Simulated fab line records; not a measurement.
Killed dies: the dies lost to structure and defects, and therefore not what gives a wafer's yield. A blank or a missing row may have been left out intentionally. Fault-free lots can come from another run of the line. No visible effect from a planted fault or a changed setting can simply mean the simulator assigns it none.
Matching of chambers + flow n5Finfet + N5_HKMG_FIN_STRIP_93 on rieDiel-01 has 4 sister chambers
The step strips SOC in N2/H2, time 20 s. 8 wafers are shown with their chamber, then 8 later ones without.

== EACH WAFER AND ITS CHAMBER ==
| wafer  | chamber | drypumpMotorCurrentA (A) | showerheadPlenumPTorr (Torr) |
|--------|---------|--------------------------|------------------------------|
| L665.2 | 0       | 6.7                      | 3.47                         |
| L665.4 | 3       | 5.5                      | 3.33                         |
| L668.2 | 3       | 5.5                      | 3.33                         |
| L668.6 | 1       | 6.4                      | 3.40                         |
| L670.3 | 0       | 6.7                      | 3.46                         |
| L670.4 | 1       | 6.5                      | 3.40                         |
| L670.5 | 2       | 5.3                      | 3.33                         |
| L673.3 | 2       | 5.3                      | 3.32                         |

== WAFERS WHOSE CHAMBER IS MISSING ==
| wafer  | drypumpMotorCurrentA (A) | showerheadPlenumPTorr (Torr) |
|--------|--------------------------|------------------------------|
| L673.4 | 5.5                      | 3.33                         |
| L673.6 | 5.5                      | 3.33                         |
| L681.1 | 6.8                      | 3.45                         |
| L681.3 | 5.5                      | 3.32                         |
| L681.4 | 5.3                      | 3.31                         |
| L683.1 | 6.7                      | 3.45                         |
| L683.2 | 5.5                      | 3.31                         |
| L683.6 | 5.5                      | 3.31                         |

== WHICH CHAMBER EACH ONE RAN IN ==
| wafer  | from the rows above | in truth |
|--------|---------------------|----------|
| L673.4 | 3                   | 3        |
| L673.6 | 3                   | 3        |
| L681.1 | 0                   | 0        |
| L681.3 | 3                   | 3        |
| L681.4 | 2                   | 2        |
| L683.1 | 0                   | 0        |
| L683.2 | 3                   | 3        |
| L683.6 | 3                   | 3        |
Correct placement for 8 of the 8. Not placeable from these rows: 0. 0 placed wrongly.
How it was worked out, from the rows above alone: a wafer's distance from a chamber is the root of the sum, over the readings, of the square of ((its reading less the chamber's mean) divided by the reading's scatter). The wafer belongs to the nearest chamber; if the next one is less than 2 further off, it can't be placed. A chamber's mean is the mean of its shown wafers. The scatter: take each reading less its chamber's mean, square it, sum over the shown wafers, divide by the number of wafers less the number of chambers, and take the root.
